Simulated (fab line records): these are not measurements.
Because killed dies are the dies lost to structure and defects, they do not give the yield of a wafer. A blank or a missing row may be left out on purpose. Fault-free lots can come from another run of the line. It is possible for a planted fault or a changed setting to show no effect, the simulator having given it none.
Which tool is to blame? -- flow n5-finfet -- at 1 step of a route of 1938, 10 lots with 30 wafers sampled

## WHAT EACH GAUGE READ, for each wafer
N5_BEOL_M10_INSPECT_30: inspects for defects (brightfield).
lot,measured,on,raw-defect-count
L615,day 11 14:02,defect-inspect-01,392 438 393
L616,day 11 19:50,defect-inspect-02,345 421 364
L619,day 12 11:44,defect-inspect-02,318 427 437
L622,day 13 05:20,defect-inspect-02,386 424 264
L623,day 13 10:52,defect-inspect-02,465 422 592
L629,day 15 05:24,defect-inspect-02,457 457 482
L633,day 15 08:47,defect-inspect-01,389 475 385
L631,day 15 18:40,defect-inspect-02,410 311 457
L636,day 16 18:07,defect-inspect-02,410 505 402
L638,day 17 18:27,defect-inspect-02,347 469 291

## WHAT TOOL EACH LOT RAN ON (gives the tool, then ch and the chambers of the sampled wafers, and finally the start)
No process step before these readings appears in the record.

## WHAT THE TOOLS THEMSELVES READ (means of the sampled wafers that have a number; where no wafer has one, the mark that the record gives instead)
The record holds no such reading with a usual standard deviation.

## THE ANSWER, worked out from the rows above alone
Rule: what is usual is taken from the lots themselves. The widest of any qualifying gaps counts: lots, ordered by their means at a reading, are off when they make up no more than a third of the lots, leave a main group of 4 or more, and stand apart from it by 3 or more times the standard deviation of that group's means. If all means in a main group match to the digits the tables above print for the reading, that group is not used. A lot without any number at a reading at which 4 lots or more have one is off too. Where the step has rows for the other lots, those lots are counted as sound. Order of review: gauges by route order, followed by the tools' own readings, for which a lot's mean as printed above is used. At the first step where some lot is off, the reading lying furthest off is the one used; lots without a number count as furthest.
Nothing can be told from this: no lot is off at any reading shown.

## WHAT HAD BEEN PUT IN BY THE SIMULATOR
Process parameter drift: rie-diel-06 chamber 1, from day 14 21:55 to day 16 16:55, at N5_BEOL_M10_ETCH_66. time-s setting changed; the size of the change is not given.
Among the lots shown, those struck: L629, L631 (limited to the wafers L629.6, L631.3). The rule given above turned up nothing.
